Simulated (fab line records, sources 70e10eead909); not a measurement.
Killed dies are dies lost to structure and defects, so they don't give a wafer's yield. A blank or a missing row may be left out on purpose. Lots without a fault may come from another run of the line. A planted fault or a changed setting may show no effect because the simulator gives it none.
Which tool did it? | flow nand_harc | 14 lots, 42 wafers sampled, at 5 steps of a route of 1302

WHAT THE GAUGES READ, wafer by wafer
NHARC_A_BLC_INSPECT_12.
lot  | measured     | on                | raw_defect_count
L935 | day 23 04:21 | defect_inspect-02 | 69 71 71
L936 | day 23 06:16 | defect_inspect-01 | 101 98 130
L938 | day 23 12:13 | defect_inspect-02 | 56 82 70
L942 | day 26 07:27 | defect_inspect-02 | 93 75 99
L941 | day 26 11:55 | defect_inspect-01 | 76 97 107
L945 | day 27 02:26 | defect_inspect-02 | 83 100 91
L946 | day 27 07:23 | defect_inspect-01 | 82 91 95
L948 | day 28 00:46 | defect_inspect-02 | 78 88 64
L949 | day 28 07:55 | defect_inspect-01 | 55 65 68
L947 | day 28 11:34 | defect_inspect-02 | 78 77 78
L950 | day 29 10:42 | defect_inspect-02 | 149 151 138
L957 | day 31 17:02 | defect_inspect-02 | 100 117 103
L956 | day 32 00:39 | defect_inspect-01 | 110 128 131
L955 | day 32 18:04 | defect_inspect-02 | 89 78 79

NHARC_A_M0_CD_MEAS_09: target cd 80 nm.
lot  | measured     | on        | cd_nm (nm)
L935 | day 23 08:10 | cd_sem-02 | 80.7 80.9 80.6
L936 | day 23 10:14 | cd_sem-03 | 78.7 79.0 79.2
L938 | day 23 16:09 | cd_sem-01 | 80.9 81.3 80.1
L942 | day 26 11:24 | cd_sem-02 | 79.5 80.9 80.2
L941 | day 26 15:50 | cd_sem-01 | 79.7 81.2 80.0
L945 | day 27 06:58 | cd_sem-02 | 80.3 81.4 80.6
L946 | day 27 11:46 | cd_sem-01 | 79.3 79.1 78.7
L948 | day 28 04:43 | cd_sem-03 | 79.4 81.4 80.8
L949 | day 28 11:49 | cd_sem-01 | 79.1 79.2 79.4
L947 | day 28 15:34 | cd_sem-02 | 79.6 80.0 80.1
L950 | day 29 14:37 | cd_sem-03 | 80.1 79.0 80.0
L957 | day 31 21:10 | cd_sem-02 | 79.4 80.0 79.6
L956 | day 32 04:35 | cd_sem-01 | 79.6 80.0 79.7
L955 | day 32 22:08 | cd_sem-01 | 79.2 79.5 80.0

NHARC_END_SORT_01.
lot  | measured     | on        | killed_at_array | killed_at_other | killed_at_periphery | killed_dies | killed_open | killed_short
L948 | day 29 20:44 | prober-01 | 245 269 261     | 0 0 1           | 5 9 7               | 250 278 269 | 1 3 1       | 2 2 3
L949 | day 30 05:19 | prober-02 | 272 261 252     | 0 0 1           | 2 0 2               | 274 261 255 | 6 6 4       | 1 3 3

WHICH TOOL RAN EACH LOT (tool, then ch and the chambers of the sampled wafers, then the start)
lot  | NHARC_A_BLC_PVD_32           | NHARC_A_BLC_CVD_24
L935 | pvd_sputter-02, day 23 06:07 | cvd_w-01 ch 0,1, day 23 08:10 or earlier
L936 | pvd_sputter-02, day 23 08:02 | cvd_w-01 ch 0,1, day 23 10:14 or earlier
L938 | pvd_sputter-03, day 23 13:59 | cvd_w-01 ch 0,1, day 23 16:09 or earlier
L942 | pvd_sputter-02, day 26 09:16 | cvd_w-02 ch 0,1, day 26 11:24 or earlier
L941 | pvd_sputter-02, day 26 13:41 | cvd_w-02 ch 0,1, day 26 15:50 or earlier
L945 | pvd_sputter-01, day 27 04:23 | cvd_w-02 ch 0, day 27 06:58 or earlier
L946 | pvd_sputter-03, day 27 09:14 | cvd_w-01 ch 1, day 27 11:46 or earlier
L948 | pvd_sputter-01, day 28 02:31 | cvd_w-01 ch 0,1, day 28 04:43 or earlier
L949 | pvd_sputter-02, day 28 09:41 | cvd_w-01 ch 0,1, day 28 11:49 or earlier
L947 | pvd_sputter-02, day 28 13:20 | cvd_w-01 ch 0, day 28 15:34 or earlier
L950 | pvd_sputter-02, day 29 12:28 | cvd_w-01 ch 0, day 29 14:37 or earlier
L957 | pvd_sputter-03, day 31 18:58 | cvd_w-02 ch 0,1, day 31 21:10 or earlier
L956 | pvd_sputter-01, day 32 02:25 | cvd_w-01 ch 1, day 32 04:35 or earlier
L955 | pvd_sputter-02, day 32 19:56 | cvd_w-02 ch 0,1, day 32 22:08 or earlier
- NHARC_A_BLC_PVD_32: deposits Ti, target thk 5 nm, time 17.7 s.
- NHARC_A_BLC_CVD_24: deposits W, target thk 150 nm, time 434 s.

WHAT THE TOOLS THEMSELVES READ (means of the sampled wafers that have a number; where no wafer has one, the mark that the record gives instead)
NHARC_A_BLC_PVD_32.
lot  | tool           | cathode_dc_power_W (W) | chamber_pressure_pa (Pa) | throttle_valve_pct (%)
L935 | pvd_sputter-02 | 5000.5                 | 4.985                    | 28.5
L936 | pvd_sputter-02 | 4999.6                 | 5.010                    | 29.5
L938 | pvd_sputter-03 | 4999.0                 | 4.996                    | 28.4
L942 | pvd_sputter-02 | 4999.1                 | 5.003                    | 29.7
L941 | pvd_sputter-02 | 5000.0                 | 4.994                    | 29.5
L945 | pvd_sputter-01 | 5000.3                 | 4.995                    | 29.4
L946 | pvd_sputter-03 | 4998.9                 | 4.989                    | 28.5
L948 | pvd_sputter-01 | -                      | -                        | -
L949 | pvd_sputter-02 | -                      | -                        | -
L947 | pvd_sputter-02 | 5000.7                 | 5.003                    | 29.1
L950 | pvd_sputter-02 | 4999.8                 | 5.003                    | 29.1
L957 | pvd_sputter-03 | 4999.9                 | 5.000                    | 28.7
L956 | pvd_sputter-01 | 4999.4                 | 4.998                    | 29.3
L955 | pvd_sputter-02 | 5000.6                 | 4.999                    | 30.8

NHARC_A_BLC_CVD_24.
lot  | tool     | heater_power_w (W) | throttle_valve_pct (%)
L935 | cvd_w-01 | 485                | 7.6
L936 | cvd_w-01 | 480                | 7.6
L938 | cvd_w-01 | 474                | 7.5
L942 | cvd_w-02 | 458                | 7.9
L941 | cvd_w-02 | 452                | 8.2
L945 | cvd_w-02 | 473                | 8.1
L946 | cvd_w-01 | 471                | 7.5
L948 | cvd_w-01 | 468                | 7.6
L949 | cvd_w-01 | 473                | 7.7
L947 | cvd_w-01 | 473                | 7.5
L950 | cvd_w-01 | 471                | 7.5
L957 | cvd_w-02 | 435                | 7.9
L956 | cvd_w-01 | 476                | 7.2
L955 | cvd_w-02 | 457                | 8.2

THE ANSWER, worked out from the rows above alone
Rule: what is usual is taken from the lots themselves. Put in order of their means at a reading, lots are off if they are a third of the lots or fewer, leave a main group of 4 or more, and stand apart from it by a gap of 3 or more times the standard deviation of the main group's means; of several such gaps the widest counts. A main group whose means are all the same, to the digits that the tables above print for the reading, isn't used. A lot without any number at a reading at which 4 lots or more have one is off too. The other lots that the step has rows for count as sound. The gauges are gone through in route order, then the tools' own readings, and for those a lot's mean is taken as printed above. The first step at which some lot is off is used, and at that step the reading that is off furthest; a lot without a number counts as furthest.
Off: L948, L949, at NHARC_A_BLC_PVD_32 (cathode_dc_power_W). Without a number there: L948, L949. The main group: mean 4999.8 W, standard deviation 0.6.
A tool fits if, at that step or a process step before it, it ran every lot that is off, and no sound lot after the first of them. None of those tried fits.

WHAT THE SIMULATOR HAD PUT IN
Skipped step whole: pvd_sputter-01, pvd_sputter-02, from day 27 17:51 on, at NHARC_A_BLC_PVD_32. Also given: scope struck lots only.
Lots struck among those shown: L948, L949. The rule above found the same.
